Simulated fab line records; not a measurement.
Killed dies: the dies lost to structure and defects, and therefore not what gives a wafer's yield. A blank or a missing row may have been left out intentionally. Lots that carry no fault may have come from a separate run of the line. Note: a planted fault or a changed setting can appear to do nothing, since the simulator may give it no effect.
Matching of chambers ; flow n5-finfet ; N5_BEOL_M12_ETCH_59 on rie-diel-01: 4 sister chambers
The step etches BARC in N2/H2, target depth 89 nm, overetch 26.7 nm, time 67.9 s. 14 wafers are shown with their chamber, then 7 later ones without.

## WAFERS WITH THEIR CHAMBER
wafer;chamber;showerhead-plenum-p-Torr (Torr);drypump-motor-current-A (A);throttle-valve-pct (%)
L075.1;2;2.51;5.5;17.87
L075.4;0;2.69;6.2;18.15
L075.5;2;2.51;5.6;17.89
L081.1;3;2.50;6.4;17.76
L081.2;0;2.68;6.2;18.17
L081.6;3;2.50;6.4;17.76
L082.1;1;2.47;5.9;17.86
L082.3;3;2.50;6.4;17.77
L082.6;3;2.50;6.5;17.78
L085.2;0;2.68;6.2;18.18
L085.3;3;2.50;6.4;17.76
L085.6;3;2.50;6.4;17.78
L084.1;0;2.68;6.3;18.19
L084.3;2;2.51;5.6;17.55

SIGNATURES (averages over the wafers above)
reading;chamber 0;chamber 1;chamber 2;chamber 3;scatter within a chamber
showerhead-plenum-p-Torr;2.6825;2.4700;2.5100;2.5000;0.00274
drypump-motor-current-A;6.225;5.900;5.567;6.417;0.0474
throttle-valve-pct;18.1725;17.8600;17.7700;17.7683;0.0861
Rule: for a wafer and a chamber, the distance is found by dividing, reading by reading, the gap between the wafer's reading and the chamber's mean by the reading's scatter, squaring, summing and taking the root. The wafer belongs to the nearest chamber; if the next one is less than 2 further off, it can't be placed. How the scatter is found: for the shown wafers, subtract from each reading the mean of its chamber, square and add these, divide the total by (wafers less chambers), then take the root.

## WAFERS WHOSE CHAMBER IS MISSING
wafer;showerhead-plenum-p-Torr (Torr);drypump-motor-current-A (A);throttle-valve-pct (%)
L084.5;2.68;6.2;18.20
L089.1;2.51;5.6;17.55
L089.2;2.67;6.2;18.20
L089.5;2.46;6.0;17.92
L096.1;2.45;6.0;17.93
L096.5;2.50;5.5;17.58
L096.6;2.45;5.9;17.93

## WHICH CHAMBER EACH ONE RAN IN
wafer;from the rows above;in truth
L084.5;0;0
L089.1;2;2
L089.2;0;0
L089.5;1;1
L096.1;1;1
L096.5;2;2
L096.6;1;1
Correctly placed: 7 of 7. Number that these rows cannot place: 0. 0 placed wrongly.
